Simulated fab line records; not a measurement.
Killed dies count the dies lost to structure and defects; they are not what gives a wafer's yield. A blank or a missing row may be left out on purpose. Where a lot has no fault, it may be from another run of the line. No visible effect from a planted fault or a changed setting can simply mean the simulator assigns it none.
Chamber matching / flow nandHarc / NHARC_A_ONON_D1_DEP_33 on pecvd-03: 3 sister chambers
The step deposits SiO2, target thk 200 nm. 27 wafers are shown with their chamber, then 12 later ones without.

== WAFERS WITH THEIR CHAMBER ==
wafer=L074.2; chamber=1; heaterPowerW (W)=495; throttleValvePct (%)=16.4
wafer=L074.3; chamber=0; heaterPowerW (W)=636; throttleValvePct (%)=16.8
wafer=L074.5; chamber=1; heaterPowerW (W)=506; throttleValvePct (%)=16.2
wafer=L077.1; chamber=0; heaterPowerW (W)=646; throttleValvePct (%)=16.2
wafer=L077.2; chamber=2; heaterPowerW (W)=499; throttleValvePct (%)=15.8
wafer=L077.5; chamber=2; heaterPowerW (W)=511; throttleValvePct (%)=15.7
wafer=L079.1; chamber=2; heaterPowerW (W)=416; throttleValvePct (%)=15.8
wafer=L079.3; chamber=1; heaterPowerW (W)=562; throttleValvePct (%)=15.4
wafer=L079.5; chamber=2; heaterPowerW (W)=425; throttleValvePct (%)=15.8
wafer=L081.1; chamber=0; heaterPowerW (W)=506; throttleValvePct (%)=15.9
wafer=L081.4; chamber=1; heaterPowerW (W)=516; throttleValvePct (%)=15.7
wafer=L081.6; chamber=0; heaterPowerW (W)=517; throttleValvePct (%)=16.3
wafer=L084.2; chamber=2; heaterPowerW (W)=485; throttleValvePct (%)=15.6
wafer=L084.4; chamber=0; heaterPowerW (W)=589; throttleValvePct (%)=16.1
wafer=L084.6; chamber=1; heaterPowerW (W)=469; throttleValvePct (%)=15.9
wafer=L086.1; chamber=0; heaterPowerW (W)=618; throttleValvePct (%)=16.2
wafer=L086.3; chamber=2; heaterPowerW (W)=463; throttleValvePct (%)=16.0
wafer=L086.5; chamber=0; heaterPowerW (W)=612; throttleValvePct (%)=16.4
wafer=L087.1; chamber=0; heaterPowerW (W)=534; throttleValvePct (%)=16.3
wafer=L087.2; chamber=2; heaterPowerW (W)=509; throttleValvePct (%)=15.8
wafer=L087.5; chamber=1; heaterPowerW (W)=506; throttleValvePct (%)=15.9
wafer=L089.1; chamber=0; heaterPowerW (W)=564; throttleValvePct (%)=16.2
wafer=L089.3; chamber=1; heaterPowerW (W)=535; throttleValvePct (%)=15.9
wafer=L089.4; chamber=1; heaterPowerW (W)=544; throttleValvePct (%)=15.6
wafer=L090.1; chamber=2; heaterPowerW (W)=536; throttleValvePct (%)=15.9
wafer=L090.3; chamber=0; heaterPowerW (W)=594; throttleValvePct (%)=16.3
wafer=L090.6; chamber=2; heaterPowerW (W)=402; throttleValvePct (%)=16.3

SIGNATURES, as means of the wafers listed above
reading=heaterPowerW; chamber 0=581.60; chamber 1=516.62; chamber 2=471.78; scatter within a chamber=43.9
reading=throttleValvePct; chamber 0=16.270; chamber 1=15.875; chamber 2=15.856; scatter within a chamber=0.252
Rule: for each reading, subtract the chamber's mean from the wafer's reading, divide by that reading's scatter and square the result; add these up over the readings and take the root, which gives the wafer's distance from the chamber. If the next closest chamber is less than 2 further off than the closest, the wafer can't be placed; otherwise it belongs to the closest. The scatter: the root of (the sum of the squares of (reading less its chamber's mean) over the shown wafers, divided by (wafers less chambers)).

== WAFERS WITHOUT THEIR CHAMBER ==
wafer=L092.3; heaterPowerW (W)=436; throttleValvePct (%)=16.1
wafer=L092.4; heaterPowerW (W)=443; throttleValvePct (%)=16.5
wafer=L092.6; heaterPowerW (W)=405; throttleValvePct (%)=15.8
wafer=L095.1; heaterPowerW (W)=411; throttleValvePct (%)=15.2
wafer=L095.2; heaterPowerW (W)=705; throttleValvePct (%)=16.2
wafer=L095.3; heaterPowerW (W)=462; throttleValvePct (%)=15.8
wafer=L094.2; heaterPowerW (W)=421; throttleValvePct (%)=15.6
wafer=L094.5; heaterPowerW (W)=436; throttleValvePct (%)=15.8
wafer=L094.6; heaterPowerW (W)=718; throttleValvePct (%)=16.3
wafer=L097.2; heaterPowerW (W)=481; throttleValvePct (%)=15.2
wafer=L097.3; heaterPowerW (W)=745; throttleValvePct (%)=16.1
wafer=L097.6; heaterPowerW (W)=489; throttleValvePct (%)=15.5

== EACH ONE'S CHAMBER ==
wafer=L092.3; from the rows above=can't be placed: 2 or 1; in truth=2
wafer=L092.4; from the rows above=can't be placed: 2 or 1 or 0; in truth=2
wafer=L092.6; from the rows above=can't be placed: 2 or 1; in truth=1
wafer=L095.1; from the rows above=can't be placed: 2 or 1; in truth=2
wafer=L095.2; from the rows above=can't be placed: 0 or 1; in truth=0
wafer=L095.3; from the rows above=can't be placed: 2 or 1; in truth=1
wafer=L094.2; from the rows above=can't be placed: 2 or 1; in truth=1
wafer=L094.5; from the rows above=can't be placed: 2 or 1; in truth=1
wafer=L094.6; from the rows above=can't be placed: 0 or 1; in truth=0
wafer=L097.2; from the rows above=can't be placed: 2 or 1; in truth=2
wafer=L097.3; from the rows above=can't be placed: 0 or 1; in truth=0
wafer=L097.6; from the rows above=can't be placed: 2 or 1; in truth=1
Correctly placed: 0 of 12. Cannot be placed on the basis of these rows: 12; the candidates contain the true chamber in 12. Wrongly placed: 0.
